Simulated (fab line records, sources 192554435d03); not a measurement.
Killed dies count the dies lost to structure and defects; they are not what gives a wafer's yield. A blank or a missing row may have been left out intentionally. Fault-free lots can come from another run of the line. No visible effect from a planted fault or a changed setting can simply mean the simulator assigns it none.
Which tool is to blame? | flow n5Finfet | 8 lots, 24 wafers sampled, at 3 steps of a route of 1938

== WHAT THE GAUGES SHOWED, per wafer ==
N5_BEOL_M10_INSPECT_13: inspects for defects (brightfield).
lot  | measured     | on               | rawDefectCount
L079 | day 10 11:16 | defectInspect-02 | 619 344 343
L078 | day 10 14:26 | defectInspect-02 | 292 272 361
L082 | day 11 13:21 | defectInspect-02 | 479 441 585
L083 | day 12 06:20 | defectInspect-02 | 388 292 404
L086 | day 12 20:07 | defectInspect-01 | 687 477 435
L090 | day 14 01:30 | defectInspect-01 | 555 502 461
L092 | day 14 11:22 | defectInspect-02 | 527 429 510
L096 | day 15 11:08 | defectInspect-01 | 281 326 438

== WHICH TOOL RAN EACH LOT (tool, then ch and the chambers of the sampled wafers, then the start) ==
lot  | N5_BEOL_M9_DESCUM_33              | N5_BEOL_M9_STRIP_80
L079 | rieDiel-05 ch 1,2,3, day 10 06:32 | rieDiel-05 ch 1,2,3, day 10 11:16 or earlier
L078 | rieDiel-05 ch 0,1,2, day 10 08:38 | rieDiel-05 ch 0,1,2, day 10 14:26 or earlier
L082 | rieDiel-04 ch 1,3, day 11 08:04   | rieDiel-04 ch 1,3, day 11 13:21 or earlier
L083 | rieDiel-02 ch 1,2,3, day 12 01:22 | rieDiel-02 ch 1,2,3, day 12 06:20 or earlier
L086 | rieDiel-02 ch 0,1,2, day 12 12:10 | rieDiel-02 ch 0,1,2, day 12 20:07 or earlier
L090 | rieDiel-05 ch 0,2,3, day 13 20:34 | rieDiel-05 ch 0,2,3, day 14 01:30 or earlier
L092 | rieDiel-04 ch 0,1,2, day 14 07:09 | rieDiel-04 ch 0,1,2, day 14 11:22 or earlier
L096 | rieDiel-05 ch 0,2,3, day 15 05:50 | rieDiel-05 ch 0,2,3, day 15 11:08 or earlier
- N5_BEOL_M9_DESCUM_33: chemistry O2, time 7 s.
- N5_BEOL_M9_STRIP_80: strips in N2/H2, time 10 s.

== THE ANSWER, worked out from the rows above alone ==
Rule: what is usual is taken from the lots themselves. The widest of any qualifying gaps counts: lots, ordered by their means at a reading, are off when they make up no more than a third of the lots, leave a main group of 4 or more, and stand apart from it by 3 or more times the standard deviation of that group's means. If all means in a main group match to the digits the tables above print for the reading, that group is not used. A lot without any number at a reading at which 4 lots or more have one is off too. Where the step has rows for the other lots, those lots are counted as sound.
No lot is off at any reading shown: from this, nothing can be told.

== WHAT WAS PUT IN BY THE SIMULATOR ==
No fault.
